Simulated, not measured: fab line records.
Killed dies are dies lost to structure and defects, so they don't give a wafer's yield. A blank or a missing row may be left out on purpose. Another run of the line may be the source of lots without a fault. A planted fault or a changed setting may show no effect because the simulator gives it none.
Chamber matching -- flow n5Finfet -- N5_SPACER0_ALD_07 on aldSin-03: 4 sister chambers
The step deposits SiNx, target thk 2 nm. 4 wafers are shown with their chamber, then 11 later ones without.

== EACH WAFER AND ITS CHAMBER ==
wafer,chamber,heaterPowerW (W)
L086.3,1,919
L088.5,2,976
L088.6,3,792
L093.1,0,712

== WAFERS MISSING THEIR CHAMBER ==
wafer,heaterPowerW (W)
L093.3,901
L093.5,782
L094.1,980
L094.2,884
L094.5,785
L096.2,970
L096.4,725
L096.6,907
L097.2,795
L097.3,739
L097.6,716

== WHICH CHAMBER EACH WENT THROUGH ==
wafer,from the rows above,in truth
L093.3,1,1
L093.5,3,3
L094.1,2,2
L094.2,1,1
L094.5,3,3
L096.2,2,2
L096.4,0,0
L096.6,1,1
L097.2,3,3
L097.3,can't be placed: 0 or 3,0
L097.6,0,0
Correct placement for 10 of the 11. Unplaceable from these rows: 1, with the true chamber sitting among the candidates in 1. Number placed wrongly: 0.
How it was worked out, from the rows above alone: a wafer's distance from a chamber is the root of the sum, over the readings, of the square of ((its reading less the chamber's mean) divided by the reading's scatter). If the next closest chamber is less than 2 further off than the closest, the wafer can't be placed; otherwise it belongs to the closest. The mean given for a chamber averages the wafers shown for that chamber. The scatter: with one shown wafer a chamber, the root of the mean of the squares of how far each hidden wafer lies from its nearest shown one.
